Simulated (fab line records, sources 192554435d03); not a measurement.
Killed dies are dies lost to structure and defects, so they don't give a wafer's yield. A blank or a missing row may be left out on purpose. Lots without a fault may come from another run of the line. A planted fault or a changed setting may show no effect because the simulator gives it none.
Chamber matching | flow n5_finfet | N5_BEOL_M0_SAQP_ETCH_84 on rie_diel-05: 4 sister chambers
The step etches SOC in N2/H2, target depth 100 nm, overetch 20 nm, time 150 s. 4 wafers are shown with their chamber, then 7 later ones without.

WAFERS WITH THEIR CHAMBER
wafer  | chamber | showerhead_plenum_p_Torr (Torr)
L081.6 | 1       | 2.65
L085.2 | 3       | 2.44
L086.2 | 0       | 2.42
L086.3 | 2       | 2.69

WAFERS WITHOUT THEIR CHAMBER
wafer  | showerhead_plenum_p_Torr (Torr)
L086.4 | 2.44
L089.1 | 2.69
L089.2 | 2.64
L089.4 | 2.44
L097.4 | 2.68
L097.5 | 2.63
L097.6 | 2.41

WHICH CHAMBER EACH WENT THROUGH
wafer  | from the rows above | in truth
L086.4 | 3                   | 3
L089.1 | 2                   | 2
L089.2 | 1                   | 1
L089.4 | 3                   | 3
L097.4 | 2                   | 2
L097.5 | 1                   | 1
L097.6 | 0                   | 0
Placed correctly: 7 of 7. Can't be placed from these rows: 0. Placed wrongly: 0.
How it was worked out, from the rows above alone: a wafer's distance from a chamber is the root of the sum, over the readings, of the square of ((its reading less the chamber's mean) divided by the reading's scatter). The wafer belongs to the nearest chamber; if the next one is less than 2 further off, it can't be placed. A chamber's mean is the mean of its shown wafers. The scatter: with one shown wafer a chamber, the root of the mean of the squares of how far each hidden wafer lies from its nearest shown one.
